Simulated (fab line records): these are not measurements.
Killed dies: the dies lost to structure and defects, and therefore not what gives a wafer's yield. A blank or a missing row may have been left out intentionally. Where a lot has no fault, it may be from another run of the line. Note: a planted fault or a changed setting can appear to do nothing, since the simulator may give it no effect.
Which tool did it? || flow n5Finfet || at 1 step of a route of 1938, 15 lots with 45 wafers sampled

== WHAT EACH GAUGE READ, for each wafer ==
N5_STI_FIN_REVEAL_THK_MEAS_05.
{"lot": "L739", "measured": "day 2 11:34", "on": "filmMetro-02", "thkNm (nm)": "132.4 129.3 129.2"}
{"lot": "L741", "measured": "day 3 01:11", "on": "filmMetro-01", "thkNm (nm)": "131.1 134.5 134.1"}
{"lot": "L742", "measured": "day 3 04:33", "on": "filmMetro-02", "thkNm (nm)": "130.5 131.7 133.5"}
{"lot": "L743", "measured": "day 3 10:46", "on": "filmMetro-02", "thkNm (nm)": "133.9 132.7 133.8"}
{"lot": "L745", "measured": "day 3 21:04", "on": "filmMetro-02", "thkNm (nm)": "131.5 130.6 132.0"}
{"lot": "L746", "measured": "day 4 04:13", "on": "filmMetro-02", "thkNm (nm)": "131.8 130.7 131.8"}
{"lot": "L747", "measured": "day 4 09:22", "on": "filmMetro-01", "thkNm (nm)": "130.2 132.4 131.3"}
{"lot": "L751", "measured": "day 5 11:52", "on": "filmMetro-01", "thkNm (nm)": "130.8 133.3 129.8"}
{"lot": "L752", "measured": "day 5 20:15", "on": "filmMetro-02", "thkNm (nm)": "131.1 132.4 132.1"}
{"lot": "L753", "measured": "day 5 22:56", "on": "filmMetro-01", "thkNm (nm)": "131.2 131.3 133.2"}
{"lot": "L754", "measured": "day 6 05:02", "on": "filmMetro-01", "thkNm (nm)": "132.5 130.8 133.1"}
{"lot": "L758", "measured": "day 7 05:09", "on": "filmMetro-02", "thkNm (nm)": "132.1 132.1 131.2"}
{"lot": "L759", "measured": "day 7 11:42", "on": "filmMetro-01", "thkNm (nm)": "133.4 132.4 130.8"}
{"lot": "L760", "measured": "day 7 17:27", "on": "filmMetro-02", "thkNm (nm)": "131.3 131.0 129.7"}
{"lot": "L762", "measured": "day 8 04:23", "on": "filmMetro-01", "thkNm (nm)": "130.6 134.0 133.9"}

== TOOL THAT RAN EACH LOT (tool first, then ch and the chambers of the sampled wafers, then the start) ==
Before these readings, the record contains no process step.

== AS READ BY THE TOOLS THEMSELVES (means over the sampled wafers that have a number; for cases with no such wafer, the mark the record gives instead) ==
The record holds no such reading with a usual standard deviation.

== THE ANSWER, worked out from the rows above alone ==
Rule: what is usual is taken from the lots themselves. Put in order of their means at a reading, lots are off if they are a third of the lots or fewer, leave a main group of 4 or more, and stand apart from it by a gap of 3 or more times the standard deviation of the main group's means; of several such gaps the widest counts. The tables above print the reading to a certain number of digits; a main group whose means all agree to those digits is not used. Also off: a lot with no number at a reading for which 4 or more lots have one. Where the step has rows for the other lots, those lots are counted as sound. Order of review: gauges by route order, followed by the tools' own readings, for which a lot's mean as printed above is used. At the first step where some lot is off, the reading lying furthest off is the one used; lots without a number count as furthest.
Nothing can be told from this: no lot is off at any reading shown.

== WHAT WAS PUT IN BY THE SIMULATOR ==
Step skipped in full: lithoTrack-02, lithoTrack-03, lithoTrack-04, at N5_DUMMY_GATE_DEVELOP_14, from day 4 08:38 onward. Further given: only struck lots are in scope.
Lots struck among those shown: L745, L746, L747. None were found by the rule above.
